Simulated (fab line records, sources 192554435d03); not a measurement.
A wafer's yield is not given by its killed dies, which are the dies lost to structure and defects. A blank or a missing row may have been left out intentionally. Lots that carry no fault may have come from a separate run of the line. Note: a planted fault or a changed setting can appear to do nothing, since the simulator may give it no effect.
Which tool is to blame?    flow n5 finfet    72 wafers from 24 lots sampled at 3 of the route's 1938 steps

== WHAT THE GAUGES SHOWED, per wafer ==
N5_ZERO_LAYER_INSPECT_20: inspects for defects (darkfield). Usual: 36 for raw defect count, sd 17.
lot   measured     on                 raw defect count  flag
L074  day 1 13:18  defect inspect-02  36 38 26          
L075  day 1 19:34  defect inspect-02  38 19 38          
L076  day 2 01:17  defect inspect-02  37 36 32          
L077  day 2 07:38  defect inspect-02  25 18 15          
L078  day 2 13:17  defect inspect-02  36 57 27          
L079  day 2 19:26  defect inspect-02  12 35 32          
L080  day 3 01:25  defect inspect-01  44 61 41          
L081  day 3 07:17  defect inspect-02  34 14 33          
L082  day 3 13:16  defect inspect-01  20 28 13          
L083  day 3 19:25  defect inspect-02  38 26 43          
L084  day 4 01:16  defect inspect-02  91 48 59          
L085  day 4 07:23  defect inspect-01  19 21 41          
L086  day 4 13:23  defect inspect-01  32 47 17          
L087  day 4 19:16  defect inspect-02  15 37 20          
L088  day 5 01:17  defect inspect-01  26 20 29          
L089  day 5 07:35  defect inspect-01  54 85 57          
L090  day 5 13:23  defect inspect-02  29 48 25          
L091  day 5 19:18  defect inspect-01  44 36 36          
L092  day 6 01:23  defect inspect-02  33 38 24          
L093  day 6 07:23  defect inspect-02  56 20 15          
L094  day 6 13:15  defect inspect-01  92 62 107         
L095  day 6 19:25  defect inspect-01  42 38 54          
L096  day 7 01:39  defect inspect-02  62 24 46          
L097  day 7 07:25  defect inspect-02  33 29 25          

N5_WELL_APT_INSPECT_10: inspects for defects (macro). Usual: 1.8 for raw defect count, sd 1.4.
lot   measured     on                 raw defect count  flag
L074  day 1 13:47  defect inspect-02  1 1 5             
L075  day 1 19:55  defect inspect-02  2 1 2             
L076  day 2 01:46  defect inspect-02  2 2 4             
L077  day 2 08:07  defect inspect-02  1 2 3             
L078  day 2 13:39  defect inspect-02  2 3 1             
L079  day 2 19:55  defect inspect-02  1 3 0             
L080  day 3 01:47  defect inspect-01  2 3 1             
L081  day 3 07:46  defect inspect-02  1 0 0             
L082  day 3 13:37  defect inspect-02  3 2 2             
L083  day 3 19:47  defect inspect-01  1 4 6             
L084  day 4 01:37  defect inspect-02  1 0 4             
L085  day 4 07:44  defect inspect-02  3 0 1             
L086  day 4 13:52  defect inspect-01  2 3 0             
L087  day 4 19:46  defect inspect-02  0 3 2             
L088  day 5 01:46  defect inspect-02  1 1 2             
L089  day 5 08:07  defect inspect-01  3 0 2             
L090  day 5 13:44  defect inspect-01  3 2 0             
L091  day 5 19:47  defect inspect-01  1 1 0             
L092  day 6 01:52  defect inspect-01  3 2 3             
L093  day 6 07:44  defect inspect-01  2 6 2             
L094  day 6 13:44  defect inspect-02  5 0 1             
L095  day 6 19:54  defect inspect-02  5 3 1             
L096  day 7 02:08  defect inspect-02  2 0 2             
L097  day 7 07:46  defect inspect-02  3 2 2             

N5_WELL_APT_CD_MEAS_25: the cd target is 200 nm. Usual: 201.2 nm for cd nm, sd 2.2.
lot   measured     on         cd nm (nm)         flag
L074  day 1 14:51  cd sem-01  198.0 199.2 195.3  
L075  day 1 20:59  cd sem-01  199.7 199.5 201.6  
L076  day 2 03:01  cd sem-02  198.3 202.0 204.6  
L077  day 2 09:26  cd sem-02  203.4 203.0 203.1  
L078  day 2 15:09  cd sem-02  203.8 206.3 203.5  
L079  day 2 21:08  cd sem-03  202.4 202.8 205.0  
L080  day 3 02:58  cd sem-03  199.7 201.5 200.5  
L081  day 3 10:10  cd sem-03  199.7 203.1 202.7  
L082  day 3 14:49  cd sem-01  203.2 202.5 203.2  
L083  day 3 21:00  cd sem-02  203.8 201.9 204.3  
L084  day 4 02:41  cd sem-02  203.9 202.1 201.7  
L085  day 4 09:29  cd sem-01  198.7 200.8 200.7  
L086  day 4 15:04  cd sem-03  198.0 202.2 202.8  
L087  day 4 21:05  cd sem-03  201.2 200.3 202.5  
L088  day 5 03:17  cd sem-01  198.6 200.2 197.6  
L089  day 5 09:32  cd sem-01  200.8 198.2 197.2  
L090  day 5 15:03  cd sem-01  202.5 200.3 202.9  
L091  day 5 21:06  cd sem-01  199.4 202.7 202.8  
L092  day 6 03:04  cd sem-02  198.8 201.9 199.3  
L093  day 6 08:48  cd sem-03  197.9 197.2 198.7  
L094  day 6 15:03  cd sem-02  199.1 201.3 203.2  
L095  day 6 21:06  cd sem-02  204.9 200.8 204.2  
L096  day 7 03:15  cd sem-01  200.0 201.5 200.7  
L097  day 7 08:52  cd sem-02  203.8 201.0 204.3  

== EACH LOT AND THE TOOL THAT RAN IT (in order: tool; ch and the chambers of the sampled wafers; start) ==
The record shows no process step preceding these readings.

== AS READ BY THE TOOLS THEMSELVES (means over the sampled wafers that have a number; for cases with no such wafer, the mark the record gives instead) ==
The record holds no such reading with a usual standard deviation.

== THE ANSWER, worked out from the rows above alone ==
Rule: lot off if the mean of its wafers having a number is beyond 3 standard deviations from the usual mean. Also off: a lot with no number at a reading for which 4 or more lots have one. All remaining lots with rows at the step are treated as sound. First the gauges in route order, then the tools' own readings, where a lot's mean is used as printed above. At the first step where some lot is off, the reading lying furthest off is the one used; lots without a number count as furthest.
No lot is off on any of the readings shown, so nothing can be concluded from this.

== WHAT HAD BEEN PUT IN BY THE SIMULATOR ==
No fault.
